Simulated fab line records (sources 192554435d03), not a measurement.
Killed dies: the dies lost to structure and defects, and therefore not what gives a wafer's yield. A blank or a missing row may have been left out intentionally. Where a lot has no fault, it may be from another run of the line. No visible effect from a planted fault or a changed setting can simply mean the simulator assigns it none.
Split-lot trial :: flow n5-finfet :: 39 wafers read across 7 lots, on a route 1938 steps long

ABOUT THE SPLIT
At N5_HKMG_FIN_ETCH_32 (etches SOC in N2/H2, target depth 240 nm, time 300 s), the setting source-w was moved away from the recipe's 840 W on 15 of the 39 wafers read, by -12.7% to +13.7%. The other wafers ran this setting at the recipe's value.

The reading is taken at the split's own step.

THE READING
rf-vpp-V, in V, at N5_HKMG_FIN_ETCH_32 (etches SOC in N2/H2, target depth 240 nm, time 300 s). Typical for fault-free wafers on this fab line: 522.6 V, with standard deviation 2.3 V.

wafer: L076.1
tool, chamber at the split: rie-diel-06, 3
source-w as run, W: 840
against the recipe: recipe
rf-vpp-V, V: 526.8
against lot-mates on the recipe: -

wafer: L076.2
tool, chamber at the split: rie-diel-06, 1
source-w as run, W: 840
against the recipe: recipe
rf-vpp-V, V: 520.7
against lot-mates on the recipe: -

wafer: L076.3
tool, chamber at the split: rie-diel-06, 0
source-w as run, W: 840
against the recipe: recipe
rf-vpp-V, V: 519.8
against lot-mates on the recipe: -

wafer: L078.1
tool, chamber at the split: rie-diel-05, 1
source-w as run, W: 840
against the recipe: recipe
rf-vpp-V, V: 522.0
against lot-mates on the recipe: -

wafer: L078.2
tool, chamber at the split: rie-diel-05, 3
source-w as run, W: 840
against the recipe: recipe
rf-vpp-V, V: 521.0
against lot-mates on the recipe: -

wafer: L078.3
tool, chamber at the split: rie-diel-05, 0
source-w as run, W: 733.2
against the recipe: -12.7%
rf-vpp-V, V: 544.2
against lot-mates on the recipe: +22.5

wafer: L078.4
tool, chamber at the split: rie-diel-05, 2
source-w as run, W: 733.2
against the recipe: -12.7%
rf-vpp-V, V: 548.5
against lot-mates on the recipe: +26.8

wafer: L078.5
tool, chamber at the split: rie-diel-05, 3
source-w as run, W: 840
against the recipe: recipe
rf-vpp-V, V: 522.2
against lot-mates on the recipe: -

wafer: L078.6
tool, chamber at the split: rie-diel-05, 2
source-w as run, W: 733.2
against the recipe: -12.7%
rf-vpp-V, V: 548.2
against lot-mates on the recipe: +26.5

wafer: L079.1
tool, chamber at the split: rie-diel-06, 1
source-w as run, W: 739.3
against the recipe: -12.0%
rf-vpp-V, V: 541.2
against lot-mates on the recipe: +18.4

wafer: L079.2
tool, chamber at the split: rie-diel-06, 0
source-w as run, W: 739.3
against the recipe: -12.0%
rf-vpp-V, V: 543.1
against lot-mates on the recipe: +20.3

wafer: L079.3
tool, chamber at the split: rie-diel-06, 3
source-w as run, W: 840
against the recipe: recipe
rf-vpp-V, V: 526.4
against lot-mates on the recipe: -

wafer: L079.4
tool, chamber at the split: rie-diel-06, 1
source-w as run, W: 840
against the recipe: recipe
rf-vpp-V, V: 521.5
against lot-mates on the recipe: -

wafer: L079.5
tool, chamber at the split: rie-diel-06, 3
source-w as run, W: 739.3
against the recipe: -12.0%
rf-vpp-V, V: 550.7
against lot-mates on the recipe: +27.9

wafer: L079.6
tool, chamber at the split: rie-diel-06, 0
source-w as run, W: 840
against the recipe: recipe
rf-vpp-V, V: 520.4
against lot-mates on the recipe: -

wafer: L087.1
tool, chamber at the split: rie-diel-06, 0
source-w as run, W: 840
against the recipe: recipe
rf-vpp-V, V: 519.6
against lot-mates on the recipe: -

wafer: L087.2
tool, chamber at the split: rie-diel-06, 2
source-w as run, W: 789.5
against the recipe: -6.0%
rf-vpp-V, V: 531.7
against lot-mates on the recipe: +8.6

wafer: L087.3
tool, chamber at the split: rie-diel-06, 3
source-w as run, W: 840
against the recipe: recipe
rf-vpp-V, V: 525.6
against lot-mates on the recipe: -

wafer: L087.4
tool, chamber at the split: rie-diel-06, 2
source-w as run, W: 840
against the recipe: recipe
rf-vpp-V, V: 524.2
against lot-mates on the recipe: -

wafer: L087.5
tool, chamber at the split: rie-diel-06, 0
source-w as run, W: 789.5
against the recipe: -6.0%
rf-vpp-V, V: 529.3
against lot-mates on the recipe: +6.2

wafer: L087.6
tool, chamber at the split: rie-diel-06, 3
source-w as run, W: 789.5
against the recipe: -6.0%
rf-vpp-V, V: 538.9
against lot-mates on the recipe: +15.8

wafer: L089.1
tool, chamber at the split: rie-diel-05, 2
source-w as run, W: 840
against the recipe: recipe
rf-vpp-V, V: 524.0
against lot-mates on the recipe: -

wafer: L089.2
tool, chamber at the split: rie-diel-05, 0
source-w as run, W: 840
against the recipe: recipe
rf-vpp-V, V: 520.5
against lot-mates on the recipe: -

wafer: L089.3
tool, chamber at the split: rie-diel-05, 3
source-w as run, W: 840
against the recipe: recipe
rf-vpp-V, V: 521.8
against lot-mates on the recipe: -

wafer: L089.4
tool, chamber at the split: rie-diel-05, 2
source-w as run, W: 840
against the recipe: recipe
rf-vpp-V, V: 523.9
against lot-mates on the recipe: -

wafer: L089.5
tool, chamber at the split: rie-diel-05, 3
source-w as run, W: 840
against the recipe: recipe
rf-vpp-V, V: 522.4
against lot-mates on the recipe: -

wafer: L089.6
tool, chamber at the split: rie-diel-05, 0
source-w as run, W: 840
against the recipe: recipe
rf-vpp-V, V: 522.4
against lot-mates on the recipe: -

wafer: L095.1
tool, chamber at the split: rie-diel-05, 1
source-w as run, W: 932.8
against the recipe: +11.0%
rf-vpp-V, V: 505.7
against lot-mates on the recipe: -16.1

wafer: L095.2
tool, chamber at the split: rie-diel-05, 3
source-w as run, W: 932.8
against the recipe: +11.0%
rf-vpp-V, V: 504.4
against lot-mates on the recipe: -17.4

wafer: L095.3
tool, chamber at the split: rie-diel-05, 2
source-w as run, W: 932.8
against the recipe: +11.0%
rf-vpp-V, V: 506.4
against lot-mates on the recipe: -15.4

wafer: L095.4
tool, chamber at the split: rie-diel-05, 0
source-w as run, W: 840
against the recipe: recipe
rf-vpp-V, V: 521.5
against lot-mates on the recipe: -

wafer: L095.5
tool, chamber at the split: rie-diel-05, 0
source-w as run, W: 840
against the recipe: recipe
rf-vpp-V, V: 520.6
against lot-mates on the recipe: -

wafer: L095.6
tool, chamber at the split: rie-diel-05, 3
source-w as run, W: 840
against the recipe: recipe
rf-vpp-V, V: 523.3
against lot-mates on the recipe: -

wafer: L096.1
tool, chamber at the split: rie-diel-06, 3
source-w as run, W: 840
against the recipe: recipe
rf-vpp-V, V: 524.7
against lot-mates on the recipe: -

wafer: L096.2
tool, chamber at the split: rie-diel-06, 0
source-w as run, W: 955.1
against the recipe: +13.7%
rf-vpp-V, V: 498.1
against lot-mates on the recipe: -27.0

wafer: L096.3
tool, chamber at the split: rie-diel-06, 1
source-w as run, W: 840
against the recipe: recipe
rf-vpp-V, V: 528.4
against lot-mates on the recipe: -

wafer: L096.4
tool, chamber at the split: rie-diel-06, 2
source-w as run, W: 840
against the recipe: recipe
rf-vpp-V, V: 522.1
against lot-mates on the recipe: -

wafer: L096.5
tool, chamber at the split: rie-diel-06, 3
source-w as run, W: 955.1
against the recipe: +13.7%
rf-vpp-V, V: 503.4
against lot-mates on the recipe: -21.7

wafer: L096.6
tool, chamber at the split: rie-diel-06, 0
source-w as run, W: 955.1
against the recipe: +13.7%
rf-vpp-V, V: 498.2
against lot-mates on the recipe: -26.9

THE FIT
A straight line over all 39 wafers: rf-vpp-V changes by -1.75 V for each +1% of source-w; r = -0.98; the points scatter about the line by 2.8 V.
The same after taking each lot's own level away (the mean of its wafers on the recipe; 39 wafers): -1.8 V for each +1%; r = -0.98; scatter 2.8 V.
Per that fit: largest source-w move, reading shift of 25 V.
The span of the lots' own levels, 521.73 to 525.07 V, comes to 1.4 times the standard deviation stated above.
The two slopes are in agreement: the lot-to-lot level therefore moves the slope only a little.
Check: for one of the wafers moved furthest among these (+13.7%), held out of the fit, the line's prediction against its lot-mates is -23.8 V. Against them it came out at -27 V.
Tool readings at the split's step, against how far the setting was moved: rf-vpp-V r = -0.98.

ADDITIONAL SPLITS CARRIED BY THESE WAFERS
These wafers also went through other splits before the reading. Each is held against what the fit with the lots' levels taken away leaves over:
other split on the same wafers: N5_WELL_APT_IMPLANT_15 energy-kev
wafers away from the commonest value: 15
r with rf-vpp-V (lot level and that fit taken away): +0.00

other split on the same wafers: N5_DUMMY_GATE_EXPOSE_12 dose-mj
wafers away from the commonest value: 15
r with rf-vpp-V (lot level and that fit taken away): +0.14

other split on the same wafers: N5_HKMG_FIN_HK_ALD_01 ald-cycles
wafers away from the commonest value: 15
r with rf-vpp-V (lot level and that fit taken away): +0.01

other split on the same wafers: N5_HKMG_FIN_ETCH_54 cf4-flow-sccm
wafers away from the commonest value: 9
r with rf-vpp-V (lot level and that fit taken away): +0.08

THE FILE'S OWN FIT
rf-vpp-V changes by -1.8 V for each +1% of source-w, r = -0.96.
